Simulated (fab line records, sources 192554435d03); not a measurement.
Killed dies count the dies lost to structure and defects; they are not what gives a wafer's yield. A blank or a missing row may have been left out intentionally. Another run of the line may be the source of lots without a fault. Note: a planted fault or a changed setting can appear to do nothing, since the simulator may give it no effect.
fab line records	flow n5-finfet
[record] lots = 6	wafers = 18	last-day = 19
route steps=1938 shown WELL_APT@50 PMOS_HMC_CHANNEL_EPI@57 PASSIVATION@1936
lots untouched by any fault: they come from a run of this same line in which no faults occurred
start-h: hours from the record's first day to the start of the lot's first wafer shown	wait-h: hours since the lot's step before	" unchanged from the row above	L1.1+2: a single row standing in for several wafers	- no value present, or no start provided	* or withheld: withheld	< > ~ a bound
route shown NAME@n: a module of which the file shows steps, and the number in the route of the first	usual: mean/standard deviation of fault-free wafers	same: alike in all rows	chamber/n: place in a boat	sites: readings site by site	_std_site: the values' standard deviation	_edge_site: the outer-site mean with the inner-site mean subtracted	radius-mm: for every site, how far away it sits from the centre of the wafer	mask NAME#n: copy n	behind: the last tool/chamber to shape the wafer	hold: why the lot was held/for how many hours/how that ended	device: the transistor (n, p or np) that didn't switch	end of line: the tests these same wafers got at the end of their route	a step with no rows: only its recipe	killed: count of dies lost to structure and defects at first sort (not the wafer's yield)	map: the dies of a wafer, with x for killed, . for not killed, _ for no die there
set.NAME: the setting that was run; set.NAME@STEP: the one run at that earlier step	model.NAME: the simulator's own value behind a step, which no gauge read
a table for each step, a row for each wafer; lots at some steps of the route
services: the hour from which a tool's chamber was out of use, counted from the record's first day as start-h (under 0 if before that day), plus the number of hours and why
[[steps]]
[step N5_WELL_APT_RTA_34]
[recipe] temp-c = 1000	time-s = 10	ambient = N2	idle-temp-c = 600	ramp-up-c-per-s = 150	ramp-down-c-per-s = 60	cool-to-c = 600
[step N5_WELL_APT_OXIDE_STRIP_42]
[recipe] chemistry = dHF	dilution = 25:1	time-s = 45	temp-c = 25	target = SiO2	target-depth-a = 120
[step N5_WELL_APT_PRECLEAN_36]
[recipe] chemistry = O3/DIW	time-s = 45	temp-c = 22	o3-ppm = 10
[step N5_WELL_APT_PRECLEAN_39]
[recipe] chemistry = dHF	time-s = 60	dilution = 150:1	temp-c = 25
[step N5_WELL_APT_SRD_37]
[recipe] dry = ipa-marangoni	do-ppb = 5	time-s = 30	temp-c = 23	rinse-liquid = diw
[step N5_WELL_APT_EPI_41]
[recipe] material = Si	target-thk-a = 500	temp-c = 650	precursor = SiH4/H2	pressure-torr = 20	time-s = 297.7
[usual] throttle-valve-pct = 11.12/0.21
lot.wafer	tool	chamber	start-h	wait-h	throttle-valve-pct
L609.1	epi-rpcvd-04	0	22.30	0.0	11.15
L609.3	"	0	"	"	11.45
L609.5	"	0	"	"	11.27
L617.1	epi-rpcvd-04	0	69.91	0.0	11.12
L617.3	"	0	"	"	11.42
L617.5	"	0	"	"	11.35
L626.1	epi-rpcvd-01	0	124.40	0.0	11.13
L626.2	"	0	"	"	11.21
L626.4	"	0	"	"	11.04
L627.1	epi-rpcvd-03	0	130.59	0.0	11.05
L627.5	"	0	"	"	10.61
L627.6	"	0	"	"	10.71
L628.1	epi-rpcvd-01	0	135.96	0.0	11.08
L628.2	"	0	"	"	11.39
L628.4	"	0	"	"	11.33
L631.1	epi-rpcvd-03	0	155.03	0.0	10.95
L631.2	"	0	"	"	11.19
L631.6	"	0	"	"	10.76
[step N5_WELL_APT_INSPECT_38]
[recipe] inspect-instrument = darkfield	mode = post-epi
[usual] raw-defect-count = 14/5.7
lot.wafer	tool	chamber	start-h	wait-h	raw-defect-count
L609.1	defect-inspect-02	-	22.94	0.5	14
L609.3	"	-	"	"	9
L609.5	"	-	"	"	8
L617.1	defect-inspect-01	-	70.55	0.5	12
L617.3	"	-	"	"	11
L617.5	"	-	"	"	8
L626.1	defect-inspect-02	-	125.04	0.5	12
L626.2	"	-	"	"	8
L626.4	"	-	"	"	7
L627.1	defect-inspect-02	-	131.43	0.7	21
L627.5	"	-	"	"	6
L627.6	"	-	"	"	13
L628.1	defect-inspect-02	-	136.59	0.5	18
L628.2	"	-	"	"	22
L628.4	"	-	"	"	21
L631.1	defect-inspect-01	-	155.66	0.5	7
L631.2	"	-	"	"	16
L631.6	"	-	"	"	6
[step N5_PMOS_HMC_CHANNEL_EPI_HM_DEP_34]
[recipe] material = SiO2	target-thk-a = 360	temp-c = 400	precursor = TEOS/O2	pressure-torr = 6.5	rf-w = 900	teos-flow-sccm = 161.4	gas = O2	flow-sccm = 2650	time-s = 6.9
[usual] heater-power-w = 528/76	showerhead-plenum-p-Torr = 8.35/0.033	throttle-valve-pct = 18.8/1.1
lot.wafer	tool	chamber	start-h	wait-h	heater-power-w	showerhead-plenum-p-Torr	throttle-valve-pct
L609.1	pecvd-03	0	22.97	0.0	533	8.32	18.7
L609.3	"	0	"	"	533	8.31	18.9
L609.5	"	0	"	"	541	8.31	18.7
L617.1	pecvd-04	0	70.59	0.0	314	8.28	17.0
L617.3	"	1	"	"	651	8.30	19.9
L617.5	"	1	"	"	663	8.33	19.7
L626.1	pecvd-04	1	125.08	0.0	674	8.31	19.8
L626.2	"	0	"	"	379	8.27	17.4
L626.4	"	2	"	"	477	8.35	17.2
L627.1	pecvd-03	1	131.47	0.0	406	8.39	17.8
L627.5	"	2	"	"	576	8.34	17.3
L627.6	"	0	"	"	537	8.32	18.8
L628.1	pecvd-01	1	136.63	0.0	502	8.35	20.3
L628.2	"	2	"	"	526	8.35	19.9
L628.4	"	2	"	"	509	8.37	19.6
L631.1	pecvd-03	2	155.73	0.1	445	8.37	17.5
L631.2	"	0	"	"	586	8.32	19.1
L631.6	"	0	"	"	589	8.33	18.9
[step N5_PMOS_HMC_CHANNEL_EPI_COAT_31]
[recipe] resist = BARC	temp-c = 205	time-s = 60	spin-rpm = 1500	resist-thk-nm = 66
[step N5_PMOS_HMC_CHANNEL_EPI_COAT_03]
[recipe] resist = CAR-ArF-block	spin-rpm = 1500	resist-thk-nm = 205
[step N5_PMOS_HMC_CHANNEL_EPI_EBR_05]
[recipe] solvent = PGMEA	ebr-width-mm = 1.5
[step N5_PMOS_HMC_CHANNEL_EPI_SOFTBAKE_04]
[recipe] temp-c = 110	time-s = 60	resist = CAR-ArF-block
[step N5_PMOS_HMC_CHANNEL_EPI_EXPOSE_06]
[recipe] mask-id = PMOS_HMC_BLK	na = 1.35	source-shape = conventional	sigma-outer = 0.8	polarization = unpolarized	target-cd-nm = 240	dose-mj = 41
[usual] exposure-dose-mJ-cm2 = 40.98/0.042
lot.wafer	tool	chamber	start-h	wait-h	mask	exposure-dose-mJ-cm2
L609.1	arfi-scanner-01	0	23.18	-	PMOS_HMC_BLK#0	40.97
L609.3	"	0	"	"	PMOS_HMC_BLK#0	41.03
L609.5	"	0	"	"	PMOS_HMC_BLK#0	40.95
L617.1	arfi-scanner-03	0	70.74	-	PMOS_HMC_BLK#0	41.02
L617.3	"	0	"	"	PMOS_HMC_BLK#0	41.01
L617.5	"	0	"	"	PMOS_HMC_BLK#0	41.02
L626.1	arfi-scanner-01	0	125.23	-	PMOS_HMC_BLK#0	37.65
L626.2	"	0	"	"	PMOS_HMC_BLK#0	37.60
L626.4	"	0	"	"	PMOS_HMC_BLK#0	37.64
L627.1	arfi-scanner-01	0	131.62	-	PMOS_HMC_BLK#0	36.92
L627.5	"	0	"	"	PMOS_HMC_BLK#0	36.90
L627.6	"	0	"	"	PMOS_HMC_BLK#0	36.90
L628.1	arfi-scanner-02	0	136.91	-	PMOS_HMC_BLK#0	40.92
L628.2	"	0	"	"	PMOS_HMC_BLK#0	40.92
L628.4	"	0	"	"	PMOS_HMC_BLK#0	40.97
L631.1	arfi-scanner-03	0	156.01	-	PMOS_HMC_BLK#0	40.99
L631.2	"	0	"	"	PMOS_HMC_BLK#0	40.97
L631.6	"	0	"	"	PMOS_HMC_BLK#0	40.98
[step N5_PMOS_HMC_CHANNEL_EPI_PEB_07]
[recipe] peb-temp-c = 110	peb-time-s = 60	resist = CAR-ArF-block
[step N5_PMOS_HMC_CHANNEL_EPI_DEVELOP_08]
[recipe] develop-time-s = 30	developer = TMAH	resist = CAR-ArF-block	dev-temp-c = 23	rinse-liquid = diw	dry = air-spin
[step N5_PMOS_HMC_CHANNEL_EPI_CD_MEAS_09]
[recipe] target-cd-nm = 237.4	landing-energy-ev = 500	detector = se-inlens
[usual] cd-nm = 237.1/0.99
lot.wafer	tool	chamber	start-h	wait-h	cd-nm
L609.1	cd-sem-02	0	23.31	-	239.1
L609.3	"	0	"	"	236.7
L609.5	"	0	"	"	238.1
L617.1	cd-sem-03	0	70.86	-	238.5
L617.3	"	0	"	"	237.3
L617.5	"	0	"	"	237.3
L626.1	cd-sem-02	0	125.36	-	263.1
L626.2	"	0	"	"	248.4
L626.4	"	0	"	"	252.5
L627.1	cd-sem-01	0	131.74	-	259.8
L627.5	"	0	"	"	263.0
L627.6	"	0	"	"	268.4
L628.1	cd-sem-03	0	137.03	-	237.4
L628.2	"	0	"	"	235.7
L628.4	"	0	"	"	236.6
L631.1	cd-sem-01	0	156.13	-	236.0
L631.2	"	0	"	"	236.6
L631.6	"	0	"	"	236.4
[step N5_PMOS_HMC_CHANNEL_EPI_OVL_MEAS_10]
[recipe] points-per-wafer = 44
[usual] PMOS_HMC_BLK_OVL = -0.3/0.81
lot.wafer	tool	chamber	start-h	wait-h	PMOS_HMC_BLK_OVL[nm]
L609.1	overlay-02	0	23.34	0.0	-1.3
L609.3	"	0	"	"	0.2
L609.5	"	0	"	"	-0.5
L617.1	overlay-01	0	70.90	0.0	-2.2
L617.3	"	0	"	"	-1.4
L617.5	"	0	"	"	0.0
L626.1	overlay-01	0	125.39	0.0	-0.3
L626.2	"	0	"	"	-0.6
L626.4	"	0	"	"	-0.3
L627.1	overlay-01	0	131.77	0.0	-0.7
L627.5	"	0	"	"	-1.0
L627.6	"	0	"	"	0.0
L628.1	overlay-01	0	137.06	0.0	0.0
L628.2	"	0	"	"	-1.2
L628.4	"	0	"	"	0.0
L631.1	overlay-01	0	156.17	0.0	-0.1
L631.2	"	0	"	"	0.2
L631.6	"	0	"	"	0.5
[step N5_PMOS_HMC_CHANNEL_EPI_INSPECT_11]
[recipe] mode = adi	inspect-instrument = macro
[usual] raw-defect-count = 2.2/1.4
lot.wafer	tool	chamber	start-h	wait-h	raw-defect-count
L609.1	defect-inspect-02	-	23.36	0.0	2
L609.3	"	-	"	"	0
L609.5	"	-	"	"	3
L617.1	defect-inspect-01	-	70.92	0.0	1
L617.3	"	-	"	"	3
L617.5	"	-	"	"	1
L626.1	defect-inspect-02	-	125.41	0.0	1
L626.2	"	-	"	"	4
L626.4	"	-	"	"	1
L627.1	defect-inspect-02	-	131.80	0.0	0
L627.5	"	-	"	"	4
L627.6	"	-	"	"	3
L628.1	defect-inspect-01	-	137.09	0.0	1
L628.2	"	-	"	"	5
L628.4	"	-	"	"	3
L631.1	defect-inspect-02	-	156.19	0.0	1
L631.2	"	-	"	"	2
L631.6	"	-	"	"	4
[step N5_PMOS_HMC_CHANNEL_EPI_DESCUM_14]
[recipe] chemistry = O2	time-s = 7.9	source-power-w = 50	bias-power-w = 20	pressure-mtorr = 20	rf-frequency-hz = 2.712e+07	temp-c = 40	resist = CAR-ArF-block	o2-flow-sccm = 225
[usual] drypump-motor-current-A = 5.5/0.47	oes-product-au = 0.81/0.092	rf-vpp-V = 243.7/1.7	showerhead-plenum-p-Torr = 2.13/0.095	throttle-valve-pct = 20.51/0.21
lot.wafer	tool	chamber	start-h	wait-h	drypump-motor-current-A	oes-product-au	rf-hours-counter-h	rf-vpp-V	showerhead-plenum-p-Torr	throttle-valve-pct	model.PMOS_HMC_CHANNEL_EPI.cd-nm
L609.1	rie-diel-04	1	23.45	0.1	4.9	0.79	117	244.5	2.16	20.60	239
L609.3	"	3	"	"	4.9	0.79	125	244.8	2.16	20.41	236.4
L609.5	"	3	"	"	4.9	0.79	-	244.4	2.16	20.41	237.9
L617.1	rie-diel-05	0	70.95	0.0	5.8	0.90	33	247.0	2.25	20.38	239
L617.3	"	2	"	"	5.0	0.68	242	241.3	1.98	20.83	237.5
L617.5	"	2	"	"	5.0	0.68	-	241.5	1.98	20.85	237.5
L626.1	rie-diel-03	1	125.45	0.0	6.0	0.74	140	243.3	2.10	20.64	262.8
L626.2	"	2	"	"	6.1	0.72	214	244.8	2.16	20.55	248.3
L626.4	"	3	"	"	6.3	0.69	241	241.6	2.07	21.00	252.5
L627.1	rie-diel-05	3	132.01	0.2	6.2	0.91	16	244.2	2.06	20.19	259.7
L627.5	"	1	"	"	5.6	0.86	-	244.8	2.23	20.58	263.2
L627.6	"	3	"	"	6.1	0.91	-	241.9	2.06	20.20	268.2
L628.1	rie-diel-05	0	137.12	0.0	5.8	0.86	53	245.0	2.24	20.42	237.5
L628.2	"	1	"	"	5.6	0.86	44	245.1	2.23	20.59	235.8
L628.4	"	3	"	"	6.1	0.92	18	242.6	2.06	20.19	236.5
L631.1	rie-diel-05	1	156.22	0.0	5.6	0.85	50	245.3	2.23	20.60	235.8
L631.2	"	2	"	"	5.0	0.97	8	245.0	2.23	20.54	236.4
L631.6	"	2	"	"	5.0	0.96	-	244.9	2.23	20.53	236.6
[step N5_PMOS_HMC_CHANNEL_EPI_ETCH_32]
[recipe] chemistry = N2/H2	target = BARC	stop-on = SiO2	target-depth-a = 858	over-etch-frac = 0.3	time-s = 50.3	ion-energy-ev = 200	mask-material = CAR-ArF-block	pressure-mtorr = 30	source-w = 840	bias-w = 150	n2-flow-sccm = 200	h2-flow-sccm = 200
[usual] drypump-motor-current-A = 5.5/0.47	oes-product-au = 0.69/0.074	rf-vpp-V = 525/3.1	showerhead-plenum-p-Torr = 2.58/0.12	throttle-valve-pct = 17.86/0.24
lot.wafer	tool	chamber	start-h	wait-h	drypump-motor-current-A	oes-product-au	rf-hours-counter-h	rf-vpp-V	showerhead-plenum-p-Torr	throttle-valve-pct
L609.1	rie-diel-04	1	23.49	0.0	5.0	0.67	117	527	2.66	18.21
L609.3	"	3	"	"	4.9	0.67	125	529	2.65	17.93
L609.5	"	3	"	"	4.9	0.67	-	526	2.65	17.94
L617.1	rie-diel-05	0	70.99	0.0	5.8	0.75	33	528	2.71	17.66
L617.3	"	2	"	"	5.0	0.59	242	520	2.39	18.23
L617.5	"	2	"	"	5.0	0.59	-	521	2.39	18.23
L626.1	rie-diel-03	1	125.48	0.0	6.1	0.63	140	524	2.54	18.04
L626.2	"	2	"	"	6.1	0.61	214	525	2.62	17.90
L626.4	"	3	"	"	6.3	0.59	241	524	2.49	18.26
L627.1	rie-diel-05	3	132.04	0.0	6.1	0.78	16	523	2.47	17.46
L627.5	"	1	"	"	5.6	0.74	-	528	2.69	17.88
L627.6	"	3	"	"	6.1	0.78	-	523	2.47	17.46
L628.1	rie-diel-05	0	137.16	0.0	5.8	0.72	53	529	2.70	17.72
L628.2	"	1	"	"	5.6	0.73	44	528	2.69	17.89
L628.4	"	3	"	"	6.2	0.78	18	522	2.47	17.45
L631.1	rie-diel-05	1	156.26	0.0	5.6	0.72	50	527	2.69	17.90
L631.2	"	2	"	"	5.0	0.81	8	528	2.70	17.84
L631.6	"	2	"	"	5.0	0.82	-	527	2.70	17.86
[step N5_PMOS_HMC_CHANNEL_EPI_HM_OPEN_15]
[recipe] chemistry = CHF3/O2	target = SiO2	mask-material = CAR-ArF-block	target-depth-a = 406	CHF3_flow_sccm = 50	O2_flow_sccm = 5	Ar_flow_sccm = 200	time-s = 20.3	pressure-mtorr = 30	source-w = 650	bias-w = 170	ion-energy-ev = 200
[usual] drypump-motor-current-A = 5.5/0.47	oes-product-au = 0.81/0.092	rf-vpp-V = 526/7.1	showerhead-plenum-p-Torr = 2.45/0.1	throttle-valve-pct = 18.94/0.26
lot.wafer	tool	chamber	start-h	wait-h	drypump-motor-current-A	oes-product-au	rf-hours-counter-h	rf-vpp-V	showerhead-plenum-p-Torr	throttle-valve-pct
L609.1	rie-diel-04	1	23.53	0.0	5.0	0.79	117	534	2.52	19.24
L609.3	"	3	"	"	4.9	0.79	125	535	2.50	18.96
L609.5	"	3	"	"	4.9	0.78	-	534	2.50	18.94
L617.1	rie-diel-05	0	71.03	0.0	5.8	0.88	33	519	2.55	18.73
L617.3	"	2	"	"	5.0	0.69	242	525	2.28	19.30
L617.5	"	2	"	"	5.0	0.68	-	525	2.28	19.29
L626.1	rie-diel-03	1	125.52	0.0	6.1	0.74	140	519	2.41	19.01
L626.2	"	2	"	"	6.1	0.72	214	538	2.48	18.95
L626.4	"	3	"	"	6.3	0.69	241	518	2.39	19.51
L627.1	rie-diel-05	3	132.08	0.0	6.1	0.91	16	525	2.36	18.53
L627.5	"	1	"	"	5.6	0.87	-	528	2.56	19.03
L627.6	"	3	"	"	6.2	0.91	-	525	2.36	18.54
L628.1	rie-diel-05	0	137.20	0.0	5.8	0.85	53	516	2.54	18.77
L628.2	"	1	"	"	5.6	0.87	44	529	2.56	19.05
L628.4	"	3	"	"	6.1	0.90	18	526	2.36	18.53
L631.1	rie-diel-05	1	156.30	0.0	5.6	0.86	50	529	2.55	19.06
L631.2	"	2	"	"	5.0	0.97	8	533	2.56	18.93
L631.6	"	2	"	"	5.0	0.96	-	532	2.56	18.94
[step N5_PMOS_HMC_CHANNEL_EPI_STRIP_33]
[recipe] chemistry = N2/H2	power-w = 500	temp-c = 40	pressure-mtorr = 50	rf-frequency-hz = 6e+07	overash-fraction = 0.3	bias-power-w = 8	h2-frac = 0.5	n2-flow-sccm = 300	h2-flow-sccm = 300
[step N5_PMOS_HMC_CHANNEL_EPI_STRIP_17]
[recipe] chemistry = SPM	time-s = 750	temp-c = 130	h2so4-h2o2-vol-ratio = 4	dry = ipa-marangoni
[step N5_PMOS_HMC_CHANNEL_EPI_ETCH_38]
[recipe] chemistry = CF4	target = SiO2	target-depth-a = 15	ion-energy-ev = 350	pressure-mtorr = 10	icp-w = 800	bias-w = 400	cf4-flow-sccm = 80
[usual] drypump-motor-current-A = 6.0/0.44	oes-product-au = 1.007/0.022	throttle-valve-pct = 21.67/0.22
lot.wafer	tool	chamber	start-h	wait-h	drypump-motor-current-A	oes-product-au	rf-hours-counter-h	throttle-valve-pct
L609.1	rie-si-03	2	23.89	0.0	5.8	1.000	201	21.99
L609.3	"	0	"	"	5.3	1.012	186	21.90
L609.5	"	1	"	"	6.5	1.021	-	21.51
L617.1	rie-si-02	3	71.39	0.0	5.7	1.001	5	21.39
L617.3	"	2	"	"	6.5	1.025	155	21.54
L617.5	"	3	"	"	5.7	1.007	-	21.40
L626.1	rie-si-03	2	125.91	0.0	5.9	1.025	1	21.73
L626.2	"	0	"	"	5.3	1.006	187	21.89
L626.4	"	3	"	"	6.3	0.971	54	21.89
L627.1	rie-si-06	0	132.45	0.0	6.1	1.024	89	21.44
L627.5	"	1	"	"	6.7	1.021	-	21.86
L627.6	"	0	"	"	6.1	1.033	-	21.44
L628.1	rie-si-06	2	137.58	0.0	5.9	0.963	140	21.52
L628.2	"	1	"	"	6.7	1.029	35	21.85
L628.4	"	3	"	"	5.2	1.018	34	22.09
L631.1	rie-si-03	3	156.67	0.0	6.3	0.976	55	21.89
L631.2	"	2	"	"	5.9	1.030	1	21.73
L631.6	"	3	"	"	6.3	0.971	-	21.90
[step N5_PMOS_HMC_CHANNEL_EPI_FIN_RECESS_16]
[recipe] chemistry = HBr/Cl2	target = Si	mask-material = SiO2	target-depth-a = 540	time-s = 18	pressure-mtorr = 10	icp-w = 800	bias-w = 75	HBr_flow_sccm = 150	Cl2_flow_sccm = 80
[usual] HBr_flow_sccm = 150.0/0.42	drypump-motor-current-A = 6.0/0.45	oes-product-au = 1.005/0.016	throttle-valve-pct = 35.33/0.29
lot.wafer	tool	chamber	start-h	wait-h	HBr_flow_sccm	drypump-motor-current-A	oes-product-au	rf-hours-counter-h	throttle-valve-pct	model.PMOS_HMC_CHANNEL_EPI.cd-nm
L609.1	rie-si-03	2	23.91	0.0	150.3	5.8	0.999	201	35.81	241.9
L609.3	"	0	"	"	149.9	5.3	1.000	186	35.36	238.6
L609.5	"	1	"	"	149.8	6.4	1.023	-	34.93	239.6
L617.1	rie-si-02	3	71.41	0.0	150.0	5.7	1.006	5	35.03	240.2
L617.3	"	2	"	"	149.7	6.5	1.017	155	35.29	239.4
L617.5	"	3	"	"	149.8	5.7	0.987	-	35.05	239.1
L626.1	rie-si-03	2	125.93	0.0	150.6	5.9	1.016	1	35.37	265
L626.2	"	0	"	"	150.5	5.3	1.010	187	35.34	251.5
L626.4	"	3	"	"	149.9	6.3	0.989	54	35.82	254.6
L627.1	rie-si-06	0	132.47	0.0	149.9	6.1	1.015	89	34.96	261.7
L627.5	"	1	"	"	149.7	6.7	1.007	-	35.68	265.5
L627.6	"	0	"	"	150.4	6.1	1.015	-	34.97	270.4
L628.1	rie-si-06	2	137.60	0.0	149.7	5.9	0.975	140	35.06	240.8
L628.2	"	1	"	"	149.2	6.7	1.014	35	35.68	239.4
L628.4	"	3	"	"	150.2	5.3	1.000	34	35.70	239
L631.1	rie-si-03	3	156.69	0.0	150.1	6.3	0.981	55	35.81	237.9
L631.2	"	2	"	"	150.0	5.8	1.020	1	35.38	238.2
L631.6	"	3	"	"	150.0	6.3	0.974	-	35.80	238.4
[step N5_PMOS_HMC_CHANNEL_EPI_PRECLEAN_36]
[recipe] chemistry = O3/DIW	time-s = 45	temp-c = 22	o3-ppm = 10
[step N5_PASSIVATION_PROBE_49]
[usual] killed_at_M0_to_M3 = 35/12	killed_at_M4_up = 13/5.8	killed-at-contacts = 12/5.5	killed-at-front-end = 36/9.9	killed-at-other = 4/3.7	killed-dies = 101/18	killed-open = 66/13	killed-short = 33/8
[same] gross-dies = 1180	killed-at-back-side = 0
lot.wafer	tool	chamber	start-h	wait-h	killed_at_M0_to_M3	killed_at_M4_up	killed-at-contacts	killed-at-front-end	killed-at-other	killed-dies	killed-open	killed-short
L609.1	prober-01	-	299.94	0.0	44	14	5	31	3	97	65	29
L609.3	prober-01	-	300.04	0.1	39	19	15	41	2	116	66	45
L609.5	prober-01	-	300.14	0.2	64	7	8	42	1	122	77	44
L617.1	prober-01	-	332.34	0.0	36	10	10	60	7	123	75	48
L617.3	prober-01	-	332.44	0.1	40	5	13	57	9	124	81	42
L617.5	prober-01	-	332.54	0.2	37	3	7	26	8	81	55	26
L626.1	prober-02	-	393.62	0.0	24	13	14	56	4	111	62	28
L627.1	prober-02	-	412.09	0.0	27	18	11	49	0	105	77	21
L627.5	prober-02	-	412.29	0.2	29	21	11	51	1	113	59	30
L627.6	prober-02	-	412.34	0.3	30	7	13	108	0	158	58	29
L631.1	prober-02	-	448.23	0.0	35	16	13	36	0	100	60	39
L631.2	prober-02	-	448.28	0.1	39	11	15	54	0	119	72	46
L631.6	prober-02	-	448.48	0.3	33	10	23	28	2	96	58	35
// killed by level:class
L609.1 BEOL_M0_SAQP:geometric-particle:open=13 BEOL_M2:geometric-particle:open=11 STI_FIN_REVEAL:geometric-particle:open=10 BEOL_M3:geometric-particle:open=9 BEOL_M4:geometric-particle:open=8 GATE_CUT:geometric-particle:short=5 BEOL_M0_SAQP:geometric-particle:short=5 MOL_CONTACT_COAG:geometric-particle:open=4
L609.3 FIN_SAQP:geometric-particle:short=11 BEOL_M2:geometric-particle:open=11 MOL_CONTACT_COAG:geometric-particle:open=10 BEOL_M3:geometric-particle:short=9 FIN_SAQP:geometric-particle:open=8 BEOL_M4:geometric-particle:open=8 BEOL_M0_SAQP:geometric-particle:short=6 MOL_CONTACT_COAG:geometric-particle:short=5
L609.5 FIN_SAQP:geometric-particle:open=17 BEOL_M3:geometric-particle:open=14 FIN_SAQP:geometric-particle:short=11 BEOL_M0_SAQP:geometric-particle:short=11 BEOL_M2:geometric-particle:open=8 MOL_CONTACT_COAG:geometric-particle:open=8 BEOL_M0_SAQP:geometric-particle:open=8 BEOL_M1:geometric-particle:short=8
L617.1 STI_FIN_REVEAL:geometric-particle:open=20 BEOL_M0_SAQP:geometric-particle:short=16 FIN_SAQP:geometric-particle:open=13 BEOL_M3:geometric-particle:open=8 FIN_SAQP:geometric-particle:short=7 MOL_CONTACT_COAG:geometric-particle:open=6 DUMMY_GATE:geometric-particle:open=4 MOL_CONTACT_COAG:geometric-particle:short=4
L617.3 STI_FIN_REVEAL:geometric-particle:open=23 BEOL_M0_SAQP:geometric-particle:open=12 MOL_CONTACT_COAG:geometric-particle:open=10 BEOL_M0_SAQP:geometric-particle:short=8 BEOL_M3:geometric-particle:open=8 STARTING-WAFER:geometric-particle:short=5 BEOL_M2:geometric-particle:open=5 FIN_SAQP:geometric-particle:short=4
L617.5 BEOL_M0_SAQP:geometric-particle:open=15 BEOL_M0_SAQP:geometric-particle:short=9 MOL_CONTACT_COAG:geometric-particle:open=7 STI_FIN_REVEAL:geometric-particle:open=6 MIM_BOT:geometric-particle:open=5 GATE_CUT:geometric-particle:short=4 BEOL_M3:geometric-particle:short=3 STARTING-WAFER:geometric-particle:open=3
L626.1 PMOS_HMC_CHANNEL_EPI:area-expose=17 BEOL_M0_SAQP:geometric-particle:open=11 FIN_SAQP:geometric-particle:open=10 MOL_CONTACT_COAG:geometric-particle:open=9 FIN_SAQP:geometric-particle:short=8 STI_FIN_REVEAL:geometric-particle:open=5 MOL_CONTACT_COAG:geometric-particle:short=5 BEOL_M0_SAQP:geometric-particle:short=5
L627.1 STI_FIN_REVEAL:geometric-particle:open=10 DUMMY_GATE:geometric-particle:open=9 FIN_SAQP:geometric-particle:open=8 BEOL_M3:geometric-particle:open=8 MOL_CONTACT_COAG:geometric-particle:open=7 BEOL_M0_SAQP:geometric-particle:open=6 BEOL_M5:geometric-particle:open=5 MOL_CONTACT_COAG:geometric-particle:short=4
L627.5 PMOS_HMC_CHANNEL_EPI:area-expose=22 MOL_CONTACT_COAG:geometric-particle:open=11 BEOL_M3:geometric-particle:open=10 BEOL_M0_SAQP:geometric-particle:short=7 BEOL_M4:geometric-particle:open=7 FIN_SAQP:geometric-particle:open=5 GATE_CUT:geometric-particle:short=5 BEOL_M0_SAQP:geometric-particle:open=5
L627.6 PMOS_HMC_CHANNEL_EPI:area-expose=69 DUMMY_GATE:geometric-particle:open=13 MOL_CONTACT_COAG:geometric-particle:open=12 STI_FIN_REVEAL:geometric-particle:open=7 BEOL_M2:geometric-particle:short=7 BEOL_M0_SAQP:geometric-particle:short=6 FIN_SAQP:geometric-particle:short=5 FIN_SAQP:geometric-particle:open=4
L631.1 FIN_SAQP:geometric-particle:short=12 MOL_CONTACT_COAG:geometric-particle:open=10 BEOL_M0_SAQP:geometric-particle:open=10 FIN_SAQP:geometric-particle:open=6 GATE_CUT:geometric-particle:short=6 BEOL_M0_SAQP:geometric-particle:short=5 BEOL_M1:geometric-particle:open=5 BEOL_M1:geometric-particle:short=5
L631.2 STI_FIN_REVEAL:geometric-particle:open=17 BEOL_M0_SAQP:geometric-particle:short=15 MOL_CONTACT_COAG:geometric-particle:open=12 BEOL_M0_SAQP:geometric-particle:open=7 DUMMY_GATE:geometric-particle:open=6 FIN_SAQP:geometric-particle:short=5 STARTING-WAFER:geometric-particle:short=5 BEOL_M2:geometric-particle:open=5
L631.6 MOL_CONTACT_COAG:geometric-particle:open=17 BEOL_M0_SAQP:geometric-particle:short=10 MOL_CONTACT_COAG:geometric-particle:short=6 BEOL_M0_SAQP:geometric-particle:open=5 BEOL_M1:geometric-particle:open=5 BEOL_M3:geometric-particle:open=5 FIN_SAQP:geometric-particle:open=4 STI_FIN_REVEAL:geometric-particle:open=4
[[services]]
tool	chamber	start-h	hours	kind
arfi-scanner-03	-	-1.54	4.9	pm
arfi-scanner-03	-	13.66	1.0	pm
rie-diel-03	-	20.48	2.8	pm
arfi-scanner-01	-	21.38	0.8	pm
arfi-scanner-01	-	25.34	4.7	repair
rie-diel-03	3	28.11	2.7	repair
rie-si-06	-	43.83	0.2	repair
rie-diel-05	1	46.73	4.1	repair
arfi-scanner-01	-	59.28	8.5	repair
rie-diel-03	1	70.57	13.5	repair
rie-diel-04	2	71.52	4.8	repair
arfi-scanner-01	-	73.31	3.9	repair
pecvd-03	-	84.72	2.8	pm
rie-si-06	1	86.83	2.3	repair
rie-si-03	0	97.58	5.6	repair
rie-si-03	-	101.03	4.3	pm
rie-diel-05	2	111.70	7.9	repair
rie-si-03	2	115.87	4.5	repair
arfi-scanner-01	-	119.36	1.0	pm
pecvd-03	1	121.21	3.7	repair
arfi-scanner-01	-	123.54	1.3	pm
rie-si-06	-	141.29	0.4	repair
rie-diel-05	-	147.63	0.9	repair
rie-diel-03	0	154.99	7.7	repair
[[key]]
[first-sign] step = N5_PMOS_HMC_CHANNEL_EPI_EXPOSE_06	reading = exposure-dose-mJ-cm2	direction = down	sigmas = 87	usual = 40.98	struck = 37.27
[effect] step = N5_PMOS_HMC_CHANNEL_EPI_CD_MEAS_09	reading = cd-nm	direction = up	sigmas = 22	usual = 237.1	struck = 259.2	through = control-loop
[model-effect] step = N5_PMOS_HMC_CHANNEL_EPI_DESCUM_14	value = PMOS_HMC_CHANNEL_EPI.cd-nm	without = 236.4	struck = 259.1
[model-effect] step = N5_PMOS_HMC_CHANNEL_EPI_FIN_RECESS_16	value = PMOS_HMC_CHANNEL_EPI.cd-nm	without = 238.7	struck = 261.4
met-at N5_PMOS_HMC_CHANNEL_EPI_EXPOSE_06
struck-wafers L626.1,L626.2,L626.4,L627.1,L627.5,L627.6
tester-left-out L626,L627
[loop-trim] step = N5_PMOS_HMC_CHANNEL_EPI_EXPOSE_06	setting = dose	lots = L626,L627
onset-between 23.18 125.23
[fault] kind = process-parameter-drift	tool = arfi-scanner-01	chamber = -	onset-h = 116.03	steps = N5_PMOS_HMC_CHANNEL_EPI_EXPOSE_06	channel = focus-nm	offset = 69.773	spread-by-wafer = 0.3	shape = step	end-h = 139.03
// tester-left-out: of these lots the tester's yield and bins aren't shown, on N5 and GAA mostly nor the transistor test; their killed dies are dies lost to structure and defects alone, not to doping, threshold or leakage, so they don't give the yield
// loop-trim: a control loop set the setting to another value than it would have without faults
